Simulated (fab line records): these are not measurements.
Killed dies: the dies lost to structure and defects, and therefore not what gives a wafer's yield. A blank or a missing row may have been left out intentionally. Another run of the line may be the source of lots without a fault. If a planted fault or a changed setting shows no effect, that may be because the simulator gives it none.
Chamber matching | flow n5 finfet | rie diel-02 running N5_GATE_CUT_DESCUM_18: 4 sister chambers
The step chemistry O2, time 7 s. 8 wafers are shown with their chamber, then 7 later ones without.

## WAFERS, EACH WITH ITS CHAMBER
wafer  | chamber | showerhead plenum p Torr (Torr) | throttle valve pct (%)
L079.6 | 1       | 2.24                            | 20.26
L083.4 | 0       | 2.13                            | 20.10
L083.6 | 2       | 2.03                            | 20.46
L086.1 | 3       | 2.12                            | 20.60
L086.5 | 3       | 2.12                            | 20.59
L086.6 | 0       | 2.13                            | 20.09
L088.1 | 2       | 2.03                            | 20.46
L088.3 | 1       | 2.23                            | 20.28

## WAFERS WITHOUT THEIR CHAMBER
wafer  | showerhead plenum p Torr (Torr) | throttle valve pct (%)
L088.6 | 2.23                            | 20.27
L089.2 | 2.23                            | 20.28
L089.3 | 2.13                            | 20.10
L089.6 | 2.02                            | 20.45
L093.1 | 2.02                            | 20.46
L093.4 | 2.11                            | 20.62
L093.6 | 2.02                            | 20.47

## THE CHAMBER EACH PASSED THROUGH
wafer  | from the rows above | in truth
L088.6 | 1                   | 1
L089.2 | 1                   | 1
L089.3 | 0                   | 0
L089.6 | 2                   | 2
L093.1 | 2                   | 2
L093.4 | 3                   | 3
L093.6 | 2                   | 2
7 of 7 placed correctly. Left unplaced by these rows: 0. Placed wrongly: 0.
How it was worked out, from the rows above alone: a wafer's distance from a chamber is the root of the sum, over the readings, of the square of ((its reading less the chamber's mean) divided by the reading's scatter). If the next closest chamber is less than 2 further off than the closest, the wafer can't be placed; otherwise it belongs to the closest. A chamber's mean is the mean of its shown wafers. How the scatter is found: for the shown wafers, subtract from each reading the mean of its chamber, square and add these, divide the total by (wafers less chambers), then take the root.
